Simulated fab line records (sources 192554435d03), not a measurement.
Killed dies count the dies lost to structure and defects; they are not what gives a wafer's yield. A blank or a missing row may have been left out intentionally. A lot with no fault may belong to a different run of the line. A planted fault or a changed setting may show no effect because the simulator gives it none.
fab line records    flow n5_finfet
record lots=6  wafers=16  last_day=18
route steps=1938 shown HKMG_FIN@454 GATE_CUT@465 BEOL_M4@1111 PASSIVATION@1936
lots that met no fault: from a run of the same line without faults
start_h: hours from the record's first day to the start of the lot's first wafer shown    wait_h: hours since the lot's step before    " same as the row above    L1.1+2: one row covering several wafers at once    - no value present, or no start provided    * or withheld: withheld    < > ~ a bound
route shown NAME@n: a module of which the file shows steps, and the number in the route of the first    usual: mean/standard deviation taken from wafers without a fault    same: alike in all rows    chamber/n: place in a boat    sites: the reading at each site    _std_site: how widely they spread, as a standard deviation    _edge_site: outer sites' mean less inner sites'    radius_mm: for every site, how far away it sits from the centre of the wafer    mask NAME#n: copy n    behind: the most recent tool/chamber to have shaped the wafer    hold: reason for holding the lot/hours on hold/outcome of the hold    device: names the non-switching transistor (n, p or np)    end of line: the route-end tests of the same wafers    for a step that has no rows: nothing shown but its recipe    killed: dies that structure and defects cost at the first sort, which is not the same as the wafer's yield    map: shows each die of a wafer: x if killed, . if not, _ if none is there
set.NAME: the setting the step ran with; set.NAME@STEP: the setting that earlier step ran with    model.NAME: the simulator's own value behind a step, which no gauge read
a table for each step, a row for each wafer; lots at some steps of the route
services: a tool's chamber out of use, with start hour (start_h, from the record's first day; less than 0 if before it), hours out, and reason
## steps
# step N5_HKMG_FIN_ETCHBACK_68
# recipe chemistry=Cl2/Ar  stop_on=HfO2  target_depth_a=5  pressure_mtorr=10  icp_w=600  bias_w=60  Cl2_flow_sccm=40  Ar_flow_sccm=60
# step N5_HKMG_FIN_STRIP_69
# recipe chemistry=N2/H2  power_w=2500  temp_c=300  h2_frac=0.65  time_s=360  pressure_mtorr=withheld  n2_flow_sccm=1750  h2_flow_sccm=3250
# usual drypump_motor_current_A=5.7/0.5  heater_power_w=486/27
lot.wafer  tool             chamber  start_h  wait_h  drypump_motor_current_A  heater_power_w  rf_hours_counter_h
L267.3     plasma_asher-02  0        88.75    0.2     5.8                      460             -
L267.5     "                1        "        "       5.5                      481             -
L267.6     "                0        "        "       5.8                      454             -
L275.1     plasma_asher-01  1        132.45   0.1     6.5                      473             52
L275.3     "                1        "        "       6.5                      483             -
L277.3     plasma_asher-02  1        141.94   0.2     5.5                      490             -
L277.4     "                0        "        "       5.8                      460             -
L277.5     "                0        "        "       5.8                      449             -
L278.1     plasma_asher-02  0        151.48   0.1     5.8                      462             100
L278.3     "                0        "        "       5.8                      459             -
L278.4     "                1        "        "       5.4                      490             -
L285.3     plasma_asher-02  1        194.98   0.2     5.5                      482             -
L285.4     "                0        "        "       5.8                      470             -
L285.5     "                1        "        "       5.5                      487             -
L289.1     plasma_asher-01  0        218.08   0.1     5.1                      523             65
L289.5     "                0        "        "       5.1                      517             -
# step N5_HKMG_FIN_ALD_21
# recipe material=TiN  target_thk_a=15  temp_c=400  ald_precursor_family=TiCl4  ald_co_reactant=NH3  pulse_time_s=1  purge_time_s=3  co_reactant_purge_time_s=2  co_reactant_pulse_time_s=2  ald_cycles=68  pressure_torr=3
# step N5_HKMG_FIN_ALD_72
# recipe material=W  target_thk_a=20  temp_c=300  pressure_torr=7.5  ald_precursor_family=WF6  ald_co_reactant=B2H6  pulse_time_s=1  purge_time_s=2  co_reactant_purge_time_s=2  co_reactant_pulse_time_s=3  ald_cycles=7
# step N5_HKMG_FIN_W_FILL_22
# recipe material=W  target_thk_a=600  temp_c=400  pressure_torr=39.4  time_s=18.2
# usual heater_power_w=843/110  throttle_valve_pct=19.0/0.53
lot.wafer  tool      chamber  start_h  wait_h  heater_power_w  throttle_valve_pct
L267.3     cvd_w-02  0        89.44    0.0     741             19.6
L267.5     "         0        "        "       760             19.4
L267.6     "         1        "        "       706             19.1
L275.1     cvd_w-01  0        133.25   0.0     1020            18.2
L275.3     "         0        "        "       1003            18.4
L277.3     cvd_w-01  1        142.63   0.0     862             19.0
L277.4     "         0        "        "       993             18.3
L277.5     "         0        "        "       996             18.4
L278.1     cvd_w-02  1        152.28   0.0     709             19.1
L278.3     "         1        "        "       725             19.3
L278.4     "         0        "        "       765             19.6
L285.3     cvd_w-02  0        195.67   0.0     741             19.8
L285.4     "         1        "        "       717             19.4
L285.5     "         1        "        "       708             19.1
L289.1     cvd_w-01  0        218.89   0.0     1007            18.4
L289.5     "         1        "        "       831             19.1
# step N5_HKMG_FIN_PRECLEAN_83
# recipe chemistry=DIW  time_s=57.5  temp_c=23
# step N5_HKMG_FIN_SRD_84
# recipe dry_time_s=32  dry=n2_spin  spin_rpm=1500
# step N5_HKMG_FIN_CMP_23
# recipe stop_on=SiNx  t_overpolish_s=10  post_cmp_clean=rinse_only  down_force_psi=4  platen_rpm=50.289  pad_velocity_m_s=1.0006  target_thk_nm=46.326
# usual motor_current_A=11.9/1.4  overpolish_run_s=10.000/0.0097  time_to_endpoint_s=12.3/2.9
# same t_overpolish_s=10
lot.wafer  tool    chamber  start_h  wait_h  motor_current_A  overpolish_run_s  time_to_endpoint_s
L267.3     cmp-01  3        89.62    0.1     9.8              9.992             14.5
L267.6     "       2        "        "       12.2             10.007            17.2
L267.5     "       3        "        "       9.8              9.997             12.3
L275.1     cmp-01  2        133.44   0.1     11.9             10.007            17.0
L275.3     "       0        "        "       10.6             10.004            11.4
L277.3     cmp-01  0        142.89   0.2     10.3             10.008            5.5
L277.4     "       1        "        "       14.6             9.988             7.0
L277.5     "       3        "        "       10.0             10.000            10.6
L278.1     cmp-02  3        152.39   0.0     13.9             9.995             12.3
L278.3     "       0        "        "       11.3             9.993             15.0
L278.4     "       2        "        "       12.3             10.000            11.0
L285.3     cmp-02  3        195.85   0.1     13.5             10.003            12.6
L285.4     "       1        "        "       11.6             10.007            14.3
L285.5     "       3        "        "       12.5             10.007            14.3
L289.1     cmp-01  2        218.99   0.0     11.8             10.007            13.8
L289.5     "       2        "        "       12.4             10.002            13.1
# step N5_HKMG_FIN_CMP_94
# recipe stop_on=SiNx  post_cmp_clean=w_dilute_nh4oh  t_overpolish_s=4.7  down_force_psi=4  platen_rpm=50.289  pad_velocity_m_s=1.0006  target_thk_nm=43.299
# usual motor_current_A=11.8/1.3
# same t_overpolish_s=4.7
lot.wafer  tool    chamber  start_h  wait_h  motor_current_A
L267.3     cmp-01  3        90.05    0.3     9.8
L267.6     "       2        "        "       12.0
L267.5     "       3        "        "       9.9
L275.1     cmp-01  2        133.87   0.3     11.6
L275.3     "       0        "        "       10.6
L277.3     cmp-01  0        143.27   0.3     10.8
L277.4     "       1        "        "       13.5
L277.5     "       3        "        "       9.5
L278.1     cmp-02  3        152.87   0.4     12.6
L278.3     "       0        "        "       11.9
L278.4     "       2        "        "       12.2
L285.3     cmp-02  3        196.28   0.3     13.3
L285.4     "       1        "        "       11.5
L285.5     "       3        "        "       13.2
L289.1     cmp-01  2        219.47   0.4     12.4
L289.5     "       2        "        "       11.5
# step N5_HKMG_FIN_INSPECT_28
# recipe inspect_instrument=darkfield  mode=post_cmp
# usual raw_defect_count=42/18
lot.wafer  tool               chamber  start_h  wait_h  raw_defect_count
L267.3     defect_inspect-01  -        90.26    0.0     31
L267.5     "                  -        "        "       28
L267.6     "                  -        "        "       33
L275.1     defect_inspect-02  -        134.07   0.0     33
L275.3     "                  -        "        "       30
L277.3     defect_inspect-02  -        143.44   0.0     41
L277.4     "                  -        "        "       58
L277.5     "                  -        "        "       45
L278.1     defect_inspect-01  -        153.10   0.0     85
L278.3     "                  -        "        "       89
L278.4     "                  -        "        "       85
L285.3     defect_inspect-01  -        196.49   0.0     37
L285.4     "                  -        "        "       26
L285.5     "                  -        "        "       28
L289.1     defect_inspect-01  -        219.70   0.0     40
L289.5     "                  -        "        "       25
# step N5_GATE_CUT_ETCHBACK_00
# recipe chemistry=SF6/Cl2  target=W  pressure_mtorr=8  icp_w=900  bias_w=80  SF6_flow_sccm=40  Cl2_flow_sccm=60
# step N5_GATE_CUT_ETCH_56
# recipe chemistry=Cl2/Ar  target=TiN  target_depth_a=216  pressure_mtorr=10  icp_w=600  bias_w=60  Cl2_flow_sccm=40  Ar_flow_sccm=60
# usual drypump_motor_current_A=5.61/0.25  oes_product_au=0.78/0.14  rf_fwd_power_W=595.0/2.2  throttle_valve_pct=21.20/0.19
lot.wafer  tool          chamber  start_h  wait_h  drypump_motor_current_A  oes_product_au  rf_fwd_power_W  rf_hours_counter_h  throttle_valve_pct  model.etch.depth_nm
L267.3     rie_metal-02  1        90.45    0.1     5.81                     0.58            593.9           -                   21.07               21.92
L267.5     "             0        "        "       5.28                     0.62            593.4           -                   21.20               21.24
L267.6     "             1        "        "       5.79                     0.58            594.7           -                   21.11               21.93
L275.1     rie_metal-01  1        134.23   0.1     5.82                     1.01            599.4           0                   21.39               22.2
L275.3     "             1        "        "       5.80                     1.00            596.7           -                   21.39               22.29
L277.3     rie_metal-01  0        143.63   0.1     5.40                     1.01            734.2           -                   20.97               26.77
L277.4     "             1        "        "       5.86                     1.12            742.2           -                   21.26               26.6
L277.5     "             0        "        "       5.40                     1.01            734.6           -                   20.97               26.8
L278.1     rie_metal-01  1        153.26   0.1     5.89                     1.10            742.8           2                   21.28               26.23
L278.3     "             0        "        "       5.41                     1.00            736.6           -                   20.98               26.53
L278.4     "             1        "        "       5.90                     1.10            740.4           -                   21.26               26.28
L285.3     rie_metal-03  1        196.88   0.2     5.50                     0.75            597.1           -                   20.98               21.42
L285.4     "             1        "        "       5.47                     0.74            595.5           -                   20.98               21.23
L285.5     "             1        "        "       5.48                     0.73            596.0           -                   20.98               21.12
L289.1     rie_metal-03  1        219.86   0.1     5.47                     0.73            597.8           49                  20.98               20.85
L289.5     "             0        "        "       6.01                     0.61            594.1           -                   21.42               21.01
# step N5_GATE_CUT_ETCHBACK_30
# recipe chemistry=Cl2/Ar  target=TiN  target_depth_a=30  mode=isotropic  pressure_mtorr=10  icp_w=600  bias_w=60  Cl2_flow_sccm=40  Ar_flow_sccm=60
# usual drypump_motor_current_A=5.61/0.25  oes_product_au=0.78/0.15  throttle_valve_pct=21.19/0.19
lot.wafer  tool          chamber  start_h  wait_h  drypump_motor_current_A  oes_product_au  rf_hours_counter_h  throttle_valve_pct
L267.3     rie_metal-02  1        90.52    0.0     5.80                     0.57            -                   21.09
L267.5     "             0        "        "       5.28                     0.61            -                   21.18
L267.6     "             1        "        "       5.79                     0.58            -                   21.09
L275.1     rie_metal-01  1        134.32   0.1     5.83                     1.02            1                   21.39
L275.3     "             1        "        "       5.83                     1.02            -                   21.39
L277.3     rie_metal-01  0        143.70   0.0     5.38                     0.89            -                   21.10
L277.4     "             1        "        "       5.83                     0.99            -                   21.42
L277.5     "             0        "        "       5.39                     0.90            -                   21.08
L278.1     rie_metal-01  1        153.35   0.1     5.81                     0.98            2                   21.40
L278.3     "             0        "        "       5.39                     0.89            -                   21.09
L278.4     "             1        "        "       5.88                     0.99            -                   21.41
L285.3     rie_metal-03  1        197.02   0.1     5.49                     0.74            -                   20.97
L285.4     "             1        "        "       5.47                     0.73            -                   20.98
L285.5     "             1        "        "       5.47                     0.74            -                   20.97
L289.1     rie_metal-03  1        219.95   0.1     5.47                     0.72            49                  20.99
L289.5     "             0        "        "       6.00                     0.61            -                   21.39
# step N5_BEOL_M4_RC_MEAS_101
# usual DIBL_N=36.1/2  DIBL_P=36.3/2.5  IOFF_N=0.16/0.037  IOFF_P=0.21/0.039  ION_N=678/15  ION_P=465/8.7  SS_N=71.4/0.7  SS_P=73.3/0.74  VT_N=249/3.6  VT_P=-250.0/2.9
lot.wafer  tool       chamber  start_h  wait_h  DIBL_N[mV/V]  DIBL_P[mV/V]  IOFF_N[nA/um]  IOFF_P[nA/um]  ION_N[uA/um]  ION_P[uA/um]  SS_N[mV/dec]  SS_P[mV/dec]  VT_N[mV]  VT_P[mV]
L267.3     prober-02  0        178.72   0.3     34.2          34.8          0.14           0.21           675           462           71.8          73.2          250       -247.8
L267.5     "          0        "        "       34.0          34.7          0.15           0.22           693           477           71.0          73.3          248       -248.4
L267.6     "          0        "        "       36.2          36.9          0.18           0.24           671           460           71.8          73.6          246       -248.3
L275.1     prober-01  0        233.68   0.0     34.4          34.5          0.13           0.19           663           462           71.1          72.9          252       -249.8
L275.3     "          0        "        "       39.3          39.2          0.22           0.28           669           464           72.4          73.9          249       -246.1
L277.3     prober-01  0        256.17   0.3     37.9          36.7          0.17           0.24           654           455           72.0          73.6          252       -246.1
L277.4     "          0        "        "       34.7          33.0          0.13           0.19           670           457           70.6          72.4          251       -249.3
L277.5     "          0        "        "       35.3          33.8          0.13           0.20           657           465           71.1          73.2          252       -250.4
L278.1     prober-02  0        256.28   0.0     35.6          35.2          0.17           0.19           685           467           71.0          72.9          248       -252.2
L278.3     "          0        "        "       33.7          33.8          0.13           0.18           677           465           70.9          72.3          252       -252.4
L278.4     "          0        "        "       34.7          34.0          0.14           0.19           658           453           71.0          72.8          250       -252.1
L285.3     prober-02  0        308.58   0.3     34.3          35.7          0.13           0.20           681           470           70.7          73.4          254       -250.4
L285.4     "          0        "        "       34.2          35.2          0.14           0.20           667           456           70.6          72.8          250       -253.2
L285.5     "          0        "        "       38.5          40.9          0.22           0.27           704           481           71.8          73.7          245       -248.8
L289.1     prober-02  0        313.10   0.0     34.4          35.3          0.13           0.20           663           456           70.3          73.5          250       -248.7
L289.5     "          0        "        "       32.6          32.2          0.11           0.16           674           474           70.5          72.4          252       -252.8
# step N5_PASSIVATION_PROBE_49
# usual defect_limited_yield=91.1/1.3  killed_at_M0_to_M3=32/9.7  killed_at_M4_up=16/6  killed_at_contacts=12/5.9  killed_at_front_end=41/11  killed_at_other=4/3.1  killed_dies=104/16  killed_open=68/12  killed_short=34/7.4  sort_bin_5_function=5.1/0.85  sort_bin_6_memory=3.3/0.66  sort_n_pass=1075/16  sort_yield_pct=91.1/1.4
# same gross_dies=1180  killed_at_back_side=0  sort_bin_4_leakage[%]=0  sort_bin_8_speed[%]=0
lot.wafer  tool       chamber  start_h  wait_h  defect_limited_yield[%]  killed_at_M0_to_M3  killed_at_M4_up  killed_at_contacts  killed_at_front_end  killed_at_other  killed_dies  killed_open  killed_short  sort_bin_5_function[%]  sort_bin_6_memory[%]  sort_n_pass  sort_yield_pct[%]
L267.3     prober-02  -        291.32   0.1     91.3                     33                  14               20                  32                   4                103          71           32            4.8                     3.6                   1077         91.3
L267.5     prober-02  -        291.42   0.2     92.3                     33                  20               14                  22                   2                91           60           29            4.4                     3.2                   1089         92.3
L267.6     prober-02  -        291.47   0.3     90.0                     40                  17               5                   48                   8                118          79           37            5.8                     3.8                   1062         90.0
# killed by level:class
L267.3 MOL_CONTACT_COAG:geometric_particle:open=17 BEOL_M0_SAQP:geometric_particle:open=10 FIN_SAQP:geometric_particle:open=8 BEOL_M4:geometric_particle:short=7 BEOL_M0_SAQP:geometric_particle:short=6 BEOL_M3:geometric_particle:open=5 FIN_SAQP:geometric_particle:short=4 BEOL_M2:geometric_particle:open=4
L267.5 MOL_CONTACT_COAG:geometric_particle:open=11 BEOL_M1:geometric_particle:open=8 BEOL_M0_SAQP:geometric_particle:open=7 GATE_CUT:geometric_particle:short=6 BEOL_M4:geometric_particle:open=6 BEOL_M0:geometric_particle:open=5 BEOL_M0_SAQP:geometric_particle:short=4 FIN_SAQP:geometric_particle:open=3
L267.6 BEOL_M2:geometric_particle:open=10 STI_FIN_REVEAL:geometric_particle:open=9 BEOL_M0_SAQP:geometric_particle:short=8 FIN_SAQP:geometric_particle:open=7 GATE_CUT:geometric_particle:open=7 BEOL_M0_SAQP:geometric_particle:open=7 GATE_CUT:geometric_particle:short=6 FIN_SAQP:geometric_particle:short=5
## services
tool             chamber  start_h  hours  kind
cvd_w-02         -        66.89    6.9    pm
cvd_w-01         -        77.03    14.6   pm
rie_metal-01     1        111.38   -      clean
rie_metal-01     1        111.38   16.4   scheduled_down
rie_metal-01     1        111.38   16.4   vent_cycle
rie_metal-03     -        119.00   2.8    pm
rie_metal-02     1        127.65   -      clean
rie_metal-02     1        127.65   19.8   scheduled_down
rie_metal-02     1        127.65   19.8   vent_cycle
plasma_asher-01  -        137.25   14.6   pm
cmp-01           -        147.27   0.3    repair
cvd_w-01         -        150.71   2.8    pm
cmp-01           -        151.92   1.6    repair
cmp-02           -        155.54   2.0    repair
rie_metal-01     -        158.39   2.1    repair
cmp-02           -        163.44   3.8    pm
plasma_asher-02  -        178.06   0.3    repair
cvd_w-01         -        188.19   1.5    repair
rie_metal-03     0        188.68   12.9   repair
## key
first_sign step=N5_GATE_CUT_ETCH_56  reading=rf_fwd_power_W  direction=up  sigmas=64  usual=*  struck=*
effect step=N5_GATE_CUT_ETCH_56  reading=oes_product_au  direction=up  sigmas=1.9  usual=0.78  struck=1.05
model_effect step=N5_GATE_CUT_ETCH_56  value=etch.depth_nm  without=22.01  struck=26.53
met_at N5_GATE_CUT_ETCH_56
struck_wafers L277.3,L277.4,L277.5,L278.1,L278.3,L278.4
baseline_loss step=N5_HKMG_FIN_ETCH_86  wafers=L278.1
onset_between 134.23 143.63
fault kind=process_parameter_drift  tool=rie_metal-01  chamber=-  onset_h=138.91  steps=N5_GATE_CUT_ETCH_56  channel=icp_w  offset=144  shape=step  end_h=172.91  acts_in=these_recipes_only  stated=600
# baseline_loss: these wafers lose ten dies or more at that step, a loss of the line's own and not of a fault; the sort's usual values leave them out
